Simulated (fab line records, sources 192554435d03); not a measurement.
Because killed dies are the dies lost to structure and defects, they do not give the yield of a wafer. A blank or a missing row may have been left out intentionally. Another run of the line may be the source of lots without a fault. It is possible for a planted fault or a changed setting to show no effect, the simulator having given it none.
One fault through the eyes of 2 desks -- flow n5-finfet -- every desk sees just its own numbers, and what lay behind them comes last

AT THE TOOL OWNER'S DESK: pvd-sputter-03
The tool's own readings at N5_BEOL_M7_SPUTTER_48 (material Cu, target thk 10 nm, time 1.667 s): means of the sampled wafers that have a number, for each lot that ran on this tool. Marked OUT: a lot whose mean sits more than 4 standard deviations from the usual mean, which makes it out of limits; the brackets give that distance.
Columns: A = susceptor-temp-C at N5_BEOL_M7_SPUTTER_48, usual -19.99 C; B = throttle-valve-pct at N5_BEOL_M7_SPUTTER_48, usual 30.7 %
lot,first seen here,A,B
L949,day 9 16:05,-19.96,29.3
L951,day 10 13:20,-19.94,30.0
L965,day 14 04:08,-19.96,30.3
L969,day 16 12:14,-19.99,28.4
L968,day 16 12:38,-19.76,28.9
This desk's verdict: no lot among the 5 shows anything out of limits.

FROM THE METROLOGY DESK
What the gauges read, lot by lot, whatever tool the lot ran on: means of the sampled wafers that have a number. Marked OUT: a lot whose mean sits more than 4 standard deviations from the usual mean, which makes it out of limits; the brackets give that distance.
Columns: A = PASS_OPEN_OVL at N5_PASSIVATION_OVL_MEAS_66, usual -3 nm
lot,first seen here,A
L949,day 13 15:40,-4
L950,day 14 04:06,-11
L951,day 14 10:24,-3
L953,day 14 17:34,1
L958,day 15 23:22,-4
L960,day 16 06:48,4
L962,day 16 21:17,3
L965,day 17 00:34,-5
L963,day 17 22:14,-5
L968,day 19 13:43,0
L969,day 19 18:09,8
L971,day 19 22:57,8
This desk's verdict: no lot among the 12 shows anything out of limits.

PUT TOGETHER
The tool owner's desk saw nothing out of limits.
At the metrology desk, nothing out of limits was observed.

WHAT WAS PUT IN BY THE SIMULATOR
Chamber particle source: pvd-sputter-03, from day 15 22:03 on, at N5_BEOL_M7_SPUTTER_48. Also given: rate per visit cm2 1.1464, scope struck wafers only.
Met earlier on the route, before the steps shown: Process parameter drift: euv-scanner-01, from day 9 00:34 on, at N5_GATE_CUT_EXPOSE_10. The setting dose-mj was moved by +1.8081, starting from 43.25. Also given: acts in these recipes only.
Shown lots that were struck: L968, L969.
